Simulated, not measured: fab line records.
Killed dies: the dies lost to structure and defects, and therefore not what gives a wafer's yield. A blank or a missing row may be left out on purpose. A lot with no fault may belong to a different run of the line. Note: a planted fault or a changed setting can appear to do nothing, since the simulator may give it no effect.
What tool caused it? || flow nand harc || 72 wafers from 24 lots sampled at 3 of the route's 1159 steps

== WHAT THE GAUGES READ, wafer by wafer ==
NHARC_A_CONTACT_CD_MEAS_08: the cd target is 100 nm. Usual: 99.8 nm for cd nm, sd 0.59.
{"lot": "L074", "measured": "day 16 15:35", "on": "cd sem-03", "cd nm (nm)": "100.1 99.9 100.3", "flag": ""}
{"lot": "L077", "measured": "day 17 17:08", "on": "cd sem-01", "cd nm (nm)": "99.3 99.5 100.3", "flag": ""}
{"lot": "L076", "measured": "day 17 17:53", "on": "cd sem-01", "cd nm (nm)": "99.2 99.0 99.3", "flag": ""}
{"lot": "L075", "measured": "day 18 01:14", "on": "cd sem-02", "cd nm (nm)": "99.2 99.4 99.0", "flag": ""}
{"lot": "L079", "measured": "day 18 12:28", "on": "cd sem-01", "cd nm (nm)": "99.8 99.6 100.1", "flag": ""}
{"lot": "L078", "measured": "day 18 17:33", "on": "cd sem-01", "cd nm (nm)": "99.6 99.0 99.5", "flag": ""}
{"lot": "L081", "measured": "day 18 21:57", "on": "cd sem-02", "cd nm (nm)": "100.0 100.9 100.8", "flag": ""}
{"lot": "L080", "measured": "day 19 11:04", "on": "cd sem-01", "cd nm (nm)": "99.0 99.4 99.1", "flag": ""}
{"lot": "L082", "measured": "day 19 19:15", "on": "cd sem-03", "cd nm (nm)": "100.6 100.3 100.3", "flag": ""}
{"lot": "L084", "measured": "day 19 21:47", "on": "cd sem-03", "cd nm (nm)": "99.7 99.6 100.5", "flag": ""}
{"lot": "L083", "measured": "day 20 02:01", "on": "cd sem-03", "cd nm (nm)": "99.9 99.7 100.2", "flag": ""}
{"lot": "L085", "measured": "day 20 02:33", "on": "cd sem-02", "cd nm (nm)": "99.8 100.0 99.7", "flag": ""}
{"lot": "L087", "measured": "day 20 06:18", "on": "cd sem-03", "cd nm (nm)": "100.5 100.2 99.5", "flag": ""}
{"lot": "L089", "measured": "day 20 06:29", "on": "cd sem-03", "cd nm (nm)": "99.1 99.3 99.3", "flag": ""}
{"lot": "L090", "measured": "day 20 16:13", "on": "cd sem-02", "cd nm (nm)": "100.6 99.8 100.0", "flag": ""}
{"lot": "L086", "measured": "day 20 19:25", "on": "cd sem-03", "cd nm (nm)": "100.2 100.1 101.1", "flag": ""}
{"lot": "L091", "measured": "day 20 20:04", "on": "cd sem-03", "cd nm (nm)": "99.9 99.9 100.2", "flag": ""}
{"lot": "L088", "measured": "day 20 21:51", "on": "cd sem-01", "cd nm (nm)": "100.1 100.5 100.6", "flag": ""}
{"lot": "L092", "measured": "day 21 11:08", "on": "cd sem-01", "cd nm (nm)": "99.8 99.2 100.6", "flag": ""}
{"lot": "L093", "measured": "day 21 18:22", "on": "cd sem-01", "cd nm (nm)": "99.7 100.3 99.6", "flag": ""}
{"lot": "L096", "measured": "day 22 04:32", "on": "cd sem-03", "cd nm (nm)": "101.1 100.9 100.4", "flag": ""}
{"lot": "L094", "measured": "day 22 10:25", "on": "cd sem-02", "cd nm (nm)": "99.4 99.8 99.5", "flag": ""}
{"lot": "L095", "measured": "day 22 14:49", "on": "cd sem-01", "cd nm (nm)": "99.0 98.9 98.8", "flag": ""}
{"lot": "L097", "measured": "day 22 19:24", "on": "cd sem-03", "cd nm (nm)": "99.6 100.3 100.4", "flag": ""}

NHARC_A_BLC_CD_MEAS_19. Usual: 99.5 nm for cd nm, sd 2.1.
{"lot": "L074", "measured": "day 17 20:01", "on": "cd sem-02", "cd nm (nm)": "103.3 99.5 102.9", "flag": ""}
{"lot": "L077", "measured": "day 18 09:01", "on": "cd sem-02", "cd nm (nm)": "101.6 99.5 99.1", "flag": ""}
{"lot": "L076", "measured": "day 18 09:21", "on": "cd sem-01", "cd nm (nm)": "99.7 101.5 102.6", "flag": ""}
{"lot": "L075", "measured": "day 18 13:44", "on": "cd sem-01", "cd nm (nm)": "101.1 100.0 101.4", "flag": ""}
{"lot": "L079", "measured": "day 18 22:24", "on": "cd sem-02", "cd nm (nm)": "100.2 98.6 97.7", "flag": ""}
{"lot": "L078", "measured": "day 19 07:56", "on": "cd sem-03", "cd nm (nm)": "99.6 96.4 102.9", "flag": ""}
{"lot": "L081", "measured": "day 19 08:35", "on": "cd sem-02", "cd nm (nm)": "101.1 100.6 98.4", "flag": ""}
{"lot": "L080", "measured": "day 19 23:18", "on": "cd sem-02", "cd nm (nm)": "100.7 98.8 101.4", "flag": ""}
{"lot": "L082", "measured": "day 20 02:31", "on": "cd sem-02", "cd nm (nm)": "99.3 99.8 98.4", "flag": ""}
{"lot": "L084", "measured": "day 20 07:51", "on": "cd sem-03", "cd nm (nm)": "100.0 101.9 103.0", "flag": ""}
{"lot": "L083", "measured": "day 20 09:26", "on": "cd sem-03", "cd nm (nm)": "96.5 98.8 97.3", "flag": ""}
{"lot": "L085", "measured": "day 20 10:58", "on": "cd sem-02", "cd nm (nm)": "99.1 98.9 97.7", "flag": ""}
{"lot": "L087", "measured": "day 20 13:38", "on": "cd sem-02", "cd nm (nm)": "101.8 97.1 100.8", "flag": ""}
{"lot": "L089", "measured": "day 20 14:47", "on": "cd sem-02", "cd nm (nm)": "98.8 98.9 93.7", "flag": ""}
{"lot": "L090", "measured": "day 20 22:59", "on": "cd sem-01", "cd nm (nm)": "96.0 101.9 93.6", "flag": ""}
{"lot": "L086", "measured": "day 21 16:55", "on": "cd sem-01", "cd nm (nm)": "97.6 103.0 98.8", "flag": ""}
{"lot": "L091", "measured": "day 21 15:45", "on": "cd sem-03", "cd nm (nm)": "101.4 98.5 102.8", "flag": ""}
{"lot": "L088", "measured": "day 21 17:40", "on": "cd sem-01", "cd nm (nm)": "96.7 96.4 96.4", "flag": ""}
{"lot": "L092", "measured": "day 21 21:20", "on": "cd sem-01", "cd nm (nm)": "100.9 101.5 99.6", "flag": ""}
{"lot": "L093", "measured": "day 22 03:22", "on": "cd sem-03", "cd nm (nm)": "100.6 99.1 101.4", "flag": ""}
{"lot": "L096", "measured": "day 22 11:59", "on": "cd sem-02", "cd nm (nm)": "98.1 97.9 98.5", "flag": ""}
{"lot": "L094", "measured": "day 22 18:58", "on": "cd sem-03", "cd nm (nm)": "97.6 98.6 102.5", "flag": ""}
{"lot": "L095", "measured": "day 22 23:34", "on": "cd sem-02", "cd nm (nm)": "101.7 100.8 102.6", "flag": ""}
{"lot": "L097", "measured": "day 23 02:02", "on": "cd sem-02", "cd nm (nm)": "100.4 102.1 99.2", "flag": ""}

== EACH LOT AND THE TOOL THAT RAN IT (in order: tool; ch and the chambers of the sampled wafers; start) ==
{"lot": "L074", "NHARC_A_CONTACT_CMP_20": "cmp-03 ch 0,2,3, day 17 17:59"}
{"lot": "L077", "NHARC_A_CONTACT_CMP_20": "cmp-04 ch 0,1,2, day 18 07:05"}
{"lot": "L076", "NHARC_A_CONTACT_CMP_20": "cmp-03 ch 0,3, day 18 07:17"}
{"lot": "L075", "NHARC_A_CONTACT_CMP_20": "cmp-03 ch 0,1,2, day 18 11:53"}
{"lot": "L079", "NHARC_A_CONTACT_CMP_20": "cmp-01 ch 2,3, day 18 20:08"}
{"lot": "L078", "NHARC_A_CONTACT_CMP_20": "cmp-04 ch 0,1,3, day 19 05:55"}
{"lot": "L081", "NHARC_A_CONTACT_CMP_20": "cmp-04 ch 0,1,2, day 19 06:39"}
{"lot": "L080", "NHARC_A_CONTACT_CMP_20": "cmp-01 ch 0,1, day 19 21:16"}
{"lot": "L082", "NHARC_A_CONTACT_CMP_20": "cmp-04 ch 0,2,3, day 20 00:29"}
{"lot": "L084", "NHARC_A_CONTACT_CMP_20": "cmp-03 ch 0,2,3, day 20 05:37"}
{"lot": "L083", "NHARC_A_CONTACT_CMP_20": "cmp-03 ch 2,3, day 20 06:52"}
{"lot": "L085", "NHARC_A_CONTACT_CMP_20": "cmp-04 ch 1,2,3, day 20 08:44"}
{"lot": "L087", "NHARC_A_CONTACT_CMP_20": "cmp-01 ch 1,2,3, day 20 11:26"}
{"lot": "L089", "NHARC_A_CONTACT_CMP_20": "cmp-01 ch 2,3, day 20 12:39"}
{"lot": "L090", "NHARC_A_CONTACT_CMP_20": "cmp-04 ch 0,1, day 20 20:56"}
{"lot": "L086", "NHARC_A_CONTACT_CMP_20": "cmp-03 ch 2,3, day 21 14:52"}
{"lot": "L091", "NHARC_A_CONTACT_CMP_20": "cmp-04 ch 0,1,2, day 21 13:41"}
{"lot": "L088", "NHARC_A_CONTACT_CMP_20": "cmp-01 ch 0,1,2, day 21 15:37"}
{"lot": "L092", "NHARC_A_CONTACT_CMP_20": "cmp-04 ch 0,3, day 21 19:17"}
{"lot": "L093", "NHARC_A_CONTACT_CMP_20": "cmp-03 ch 0,1,3, day 22 01:19"}
{"lot": "L096", "NHARC_A_CONTACT_CMP_20": "cmp-01 ch 0,2, day 22 10:04"}
{"lot": "L094", "NHARC_A_CONTACT_CMP_20": "cmp-01 ch 0,2,3, day 22 16:54"}
{"lot": "L095", "NHARC_A_CONTACT_CMP_20": "cmp-03 ch 0,3, day 22 21:38"}
{"lot": "L097", "NHARC_A_CONTACT_CMP_20": "cmp-04 ch 1,2,3, day 23 00:06"}
- NHARC_A_CONTACT_CMP_20: polishes, t overpolish 30 s, target thk 300 nm.

== WHAT THE TOOLS THEMSELVES READ (means of the sampled wafers that have a number; where no wafer has one, the mark that the record gives instead) ==
NHARC_A_CONTACT_CMP_20. Usual: motor current A 12.6 A, standard deviation 1.4; overpolish run s 30.001 s, standard deviation 0.0086; slurry flow ml min 150.0, standard deviation 0.47; time to endpoint s 59 s, standard deviation 3.3.
{"lot": "L074", "tool": "cmp-03", "motor current A (A)": 11.7, "overpolish run s (s)": 30.004, "slurry flow ml min": 149.9, "time to endpoint s (s)": 63, "flag": ""}
{"lot": "L077", "tool": "cmp-04", "motor current A (A)": 12.4, "overpolish run s (s)": 30.007, "slurry flow ml min": 150.2, "time to endpoint s (s)": 62, "flag": ""}
{"lot": "L076", "tool": "cmp-03", "motor current A (A)": 10.7, "overpolish run s (s)": 30.002, "slurry flow ml min": 150.0, "time to endpoint s (s)": 64, "flag": ""}
{"lot": "L075", "tool": "cmp-03", "motor current A (A)": 13.4, "overpolish run s (s)": 30.005, "slurry flow ml min": 149.9, "time to endpoint s (s)": 60, "flag": ""}
{"lot": "L079", "tool": "cmp-01", "motor current A (A)": 11.6, "overpolish run s (s)": 30.004, "slurry flow ml min": 149.6, "time to endpoint s (s)": 58, "flag": ""}
{"lot": "L078", "tool": "cmp-04", "motor current A (A)": 13.1, "overpolish run s (s)": 30.001, "slurry flow ml min": 150.1, "time to endpoint s (s)": 64, "flag": ""}
{"lot": "L081", "tool": "cmp-04", "motor current A (A)": 12.7, "overpolish run s (s)": 30.007, "slurry flow ml min": 149.7, "time to endpoint s (s)": 61, "flag": ""}
{"lot": "L080", "tool": "cmp-01", "motor current A (A)": 12.4, "overpolish run s (s)": 29.995, "slurry flow ml min": 149.6, "time to endpoint s (s)": 57, "flag": ""}
{"lot": "L082", "tool": "cmp-04", "motor current A (A)": 12.1, "overpolish run s (s)": 30.003, "slurry flow ml min": 149.9, "time to endpoint s (s)": 57, "flag": ""}
{"lot": "L084", "tool": "cmp-03", "motor current A (A)": 11.8, "overpolish run s (s)": 30.004, "slurry flow ml min": 149.8, "time to endpoint s (s)": 57, "flag": ""}
{"lot": "L083", "tool": "cmp-03", "motor current A (A)": 12.2, "overpolish run s (s)": 30.007, "slurry flow ml min": 149.9, "time to endpoint s (s)": 58, "flag": ""}
{"lot": "L085", "tool": "cmp-04", "motor current A (A)": 13.5, "overpolish run s (s)": 29.995, "slurry flow ml min": 149.8, "time to endpoint s (s)": 62, "flag": ""}
{"lot": "L087", "tool": "cmp-01", "motor current A (A)": 11.9, "overpolish run s (s)": 30.002, "slurry flow ml min": 150.4, "time to endpoint s (s)": 59, "flag": ""}
{"lot": "L089", "tool": "cmp-01", "motor current A (A)": 12.3, "overpolish run s (s)": 29.994, "slurry flow ml min": 150.2, "time to endpoint s (s)": 58, "flag": ""}
{"lot": "L090", "tool": "cmp-04", "motor current A (A)": 12.3, "overpolish run s (s)": 30.002, "slurry flow ml min": 150.3, "time to endpoint s (s)": 58, "flag": ""}
{"lot": "L086", "tool": "cmp-03", "motor current A (A)": 12.4, "overpolish run s (s)": 30.002, "slurry flow ml min": 150.0, "time to endpoint s (s)": 58, "flag": ""}
{"lot": "L091", "tool": "cmp-04", "motor current A (A)": 12.9, "overpolish run s (s)": 29.995, "slurry flow ml min": 149.8, "time to endpoint s (s)": 57, "flag": ""}
{"lot": "L088", "tool": "cmp-01", "motor current A (A)": 12.8, "overpolish run s (s)": 30.005, "slurry flow ml min": 149.8, "time to endpoint s (s)": 57, "flag": ""}
{"lot": "L092", "tool": "cmp-04", "motor current A (A)": 13.0, "overpolish run s (s)": 29.997, "slurry flow ml min": 149.6, "time to endpoint s (s)": 63, "flag": ""}
{"lot": "L093", "tool": "cmp-03", "motor current A (A)": 12.6, "overpolish run s (s)": 29.997, "slurry flow ml min": 149.9, "time to endpoint s (s)": 56, "flag": ""}
{"lot": "L096", "tool": "cmp-01", "motor current A (A)": 12.5, "overpolish run s (s)": 30.005, "slurry flow ml min": 150.2, "time to endpoint s (s)": 56, "flag": ""}
{"lot": "L094", "tool": "cmp-01", "motor current A (A)": 12.1, "overpolish run s (s)": 30.000, "slurry flow ml min": 150.1, "time to endpoint s (s)": 57, "flag": ""}
{"lot": "L095", "tool": "cmp-03", "motor current A (A)": 11.5, "overpolish run s (s)": 29.997, "slurry flow ml min": 150.0, "time to endpoint s (s)": 57, "flag": ""}
{"lot": "L097", "tool": "cmp-04", "motor current A (A)": 13.4, "overpolish run s (s)": 30.003, "slurry flow ml min": 149.9, "time to endpoint s (s)": 63, "flag": ""}

== THE ANSWER, worked out from the rows above alone ==
Rule: take the mean of a lot's wafers that have a number; if it is more than 3 standard deviations from the usual mean, the lot is off. A lot without any number at a reading at which 4 lots or more have one is off too. Any other lot the step has rows for is counted as sound. After the gauges, taken in route order, come the tools' own readings; for these a lot's mean is taken, as printed above. The first step at which some lot is off is used, and at that step the reading that is off furthest; a lot without a number counts as furthest.
No lot is off at any reading shown: from this, nothing can be told.

== WHAT THE SIMULATOR HAD INSERTED ==
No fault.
